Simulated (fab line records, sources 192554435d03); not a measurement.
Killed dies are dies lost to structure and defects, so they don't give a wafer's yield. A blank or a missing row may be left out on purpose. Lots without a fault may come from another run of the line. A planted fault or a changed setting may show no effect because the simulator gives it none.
A struck lot beside a sound one | flow n5_finfet | 37 steps out of a route of 1938
Sound: wafers L949.2, L949.3, L949.5. Struck: wafers L954.1, L954.2, L954.6. The cause comes at the end.
At each step with rows: each side's tool, then ch and its chambers, then its first start. Under that, the readings that differ: sound wafers | struck wafers | difference of the means | sigmas: that difference in standard deviations of wafers without a fault.
alike: readings whose means differ by less than 2 such deviations, and words and numbers that are the same on both sides. not compared: withheld readings, readings that some wafer has no value for, bounds like >300 that may hide the same value, and numbers for which the record gives no deviation and whose values overlap.
The two part at a step that has a row with sigmas, a row that says differs or no value, or rows on one side only. Numbers that don't overlap but have no deviation are shown without sigmas and don't part them. A reading that every wafer of one side lacks parts them only if that side has two wafers or more.

first, 9 steps without rows for these wafers: N5_BEOL_M4_ANNEAL_95 (time 240 s); N5_BEOL_M4_SPUTTER_96 (material Cu, target thk 4.5 nm, time 8.29 s); N5_BEOL_M4_ECD_50 (material Cu, target thk 300 nm); N5_BEOL_M4_ANNEAL_51 (time 90 s); N5_BEOL_M4_CMP_52 (polishes, stops on SiOC, t overpolish 6.8 s, target thk 40 nm); N5_BEOL_M4_PRE_CLEAN_60 (time 15 s); N5_BEOL_M4_CO_CAP_55 (material Co, precursor CCTBA/H2, target thk 2 nm, time 102.1 s); N5_BEOL_M4_PRE_CLEAN_56 (time 15 s); N5_BEOL_M4_DEP_57 (deposits SiCN from 3MS/NH3, target thk 8 nm, time 14 s).
N5_BEOL_M4_RC_MEAS_101:
  sound on prober-02 ch 0, day 10 19:24; struck on prober-01 ch 0, day 12 09:48
  alike: DIBL_N, DIBL_P, IOFF_N, IOFF_P, ION_N, ION_P, SS_N, SS_P, VT_N, VT_P
then, 24 steps without rows for these wafers: N5_BEOL_M5_ILD_DEP_00 (deposits SiCOH lowk from DEMS/porogen, target thk 140.64 nm, time 25.9 s); N5_BEOL_M5_CURE_79 (cures SiCOH lowk, time 240 s); N5_BEOL_M5_PECVD_70 (deposits SiO2 from TEOS/O2, target thk 16 nm, time 18 s); N5_BEOL_M5_HM_DEP_02 (deposits TiN, target thk 20 nm); N5_BEOL_M5_COAT_59 (time 60 s, resist thk 60 nm); N5_BEOL_M5_COAT_60 (time 60 s, resist thk 12 nm); N5_BEOL_M5_COAT_71 (time 60 s, resist thk 5 nm); N5_BEOL_M5_COAT_05 (resist thk 30 nm); N5_BEOL_M5_EBR_07; N5_BEOL_M5_SOFTBAKE_06 (time 60 s); N5_BEOL_M5_EXPOSE_08 (exposes mask M5, target cd 28 nm); N5_BEOL_M5_PEB_09 (peb time 60 s); N5_BEOL_M5_DEVELOP_10 (develop time 30 s); N5_BEOL_M5_DESCUM_16 (chemistry O2, time 7 s); N5_BEOL_M5_ETCH_72 (etches underlayer in N2/H2, target depth 6.5 nm, time 5.2 s); N5_BEOL_M5_ETCH_61 (etches SiARC in CF4, target depth 15.6 nm, time 26 s); N5_BEOL_M5_ETCH_62 (etches SOC in N2/H2, target depth 75 nm, overetch 15 nm, time 112.5 s); N5_BEOL_M5_STRIP_63 (strips in N2/H2); N5_BEOL_M5_STRIP_73 (strips in N2/H2); N5_BEOL_M5_STRIP_64 (strips in CF4); N5_BEOL_M5_HM_OPEN_17 (chemistry Cl2/BCl3, target TiN, target depth 20 nm, overetch 6 nm); N5_BEOL_M5_STRIP_19 (strips in O2); N5_BEOL_M5_COAT_65 (time 60 s, resist thk 60 nm); N5_BEOL_M5_COAT_66 (time 60 s, resist thk 12 nm).
-- the record jumps here: 4 days lie between the struck wafers' starts before and after (it left off in module BEOL_M5 and takes up again in module BEOL_M15, whose first step shown is number 1809 of the route) --
N5_BEOL_M15_TRENCH_ETCH_34: etches SiO2 in C4F8/O2/Ar, target depth 872.93 nm, time 199 s.
  sound on rie_diel-02 ch 0,2, day 14 03:51; struck on rie_diel-03 ch 0,2, day 16 03:14
  no value came back on the struck wafers for any of 8 readings (C4F8_flow_sccm (sccm), O2_flow_sccm (sccm) and others); on the sound wafers C4F8_flow_sccm (sccm) reads 15.92 16.04 15.98
  reading                                    | sound             | struck          | difference | sigmas
  model.coat_of_BEOL_M15_COAT_22.thk_nm (nm) | 543.4 541.4 540.4 | 719.6 719.2 719 | +177.5     |
  not compared: rf_hours_counter_h
N5_BEOL_M15_CMP_49: polishes, stops on SiO2, t overpolish 4.9 s, target thk 850 nm.
  sound on cmp-04 ch 0,1, day 14 05:55; struck on cmp-04 ch 0,1, day 16 06:20
  reading                                 | sound             | struck            | difference | sigmas
  clearing_platen_down_force_psi (psi)    | 1.992 1.998 1.995 | 1.999 2.006 2.003 | +0.008     | +2
  model.Cu_of_BEOL_M15_ECD_47.thk_nm (nm) | 846 849.6 849.8   | 0.6 0 0.4         | -848.1     |
  alike: motor_current_A, platen_rpm
N5_PASSIVATION_PROBE_49:
  the record has rows for the struck wafers here (prober-01, day 17 05:05) and none for the sound ones

WHERE THEY PART
First at N5_BEOL_M15_TRENCH_ETCH_34; last, within this record, at N5_PASSIVATION_PROBE_49.

WHY: what the simulator had put in
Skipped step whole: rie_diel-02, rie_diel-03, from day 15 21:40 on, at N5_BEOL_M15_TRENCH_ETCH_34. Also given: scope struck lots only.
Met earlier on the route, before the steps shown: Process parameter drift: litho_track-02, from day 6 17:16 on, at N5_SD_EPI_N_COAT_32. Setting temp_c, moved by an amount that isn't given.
